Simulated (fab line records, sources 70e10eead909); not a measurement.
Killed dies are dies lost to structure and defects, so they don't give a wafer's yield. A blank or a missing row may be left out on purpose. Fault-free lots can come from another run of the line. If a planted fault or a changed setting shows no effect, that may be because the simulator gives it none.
Chamber matching | flow nandHarc | NHARC_A_STAIRCASE_DEP_417 on pecvd-03: 3 sister chambers
The step deposits Si3N4, target thk 60 nm. 3 wafers are shown with their chamber, then 10 later ones without.

== WAFERS WITH THEIR CHAMBER ==
wafer  | chamber | heaterPowerW (W)
L085.1 | 1       | 683
L088.3 | 0       | 808
L088.4 | 2       | 692

== WAFERS WHOSE CHAMBER IS MISSING ==
wafer  | heaterPowerW (W)
L088.6 | 806
L091.2 | 679
L091.3 | 686
L091.6 | 795
L089.4 | 650
L089.5 | 639
L089.6 | 787
L097.4 | 818
L097.5 | 694
L097.6 | 678

== EACH ONE'S CHAMBER ==
wafer  | from the rows above     | in truth
L088.6 | 0                       | 0
L091.2 | can't be placed: 1 or 2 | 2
L091.3 | can't be placed: 1 or 2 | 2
L091.6 | 0                       | 0
L089.4 | can't be placed: 1 or 2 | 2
L089.5 | can't be placed: 1 or 2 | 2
L089.6 | 0                       | 0
L097.4 | 0                       | 0
L097.5 | can't be placed: 2 or 1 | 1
L097.6 | can't be placed: 1 or 2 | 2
4 of 10 placed correctly. Cannot be placed on the basis of these rows: 6; the candidates contain the true chamber in 6. Wrongly placed: 0.
How it was worked out, from the rows above alone: a wafer's distance from a chamber is the root of the sum, over the readings, of the square of ((its reading less the chamber's mean) divided by the reading's scatter). The wafer belongs to the nearest chamber; if the next one is less than 2 further off, it can't be placed. For every chamber, the mean is computed from those of its wafers that are shown. The scatter (one wafer shown for each chamber): square how far every hidden wafer sits from the nearest shown wafer, average those squares and take the square root.
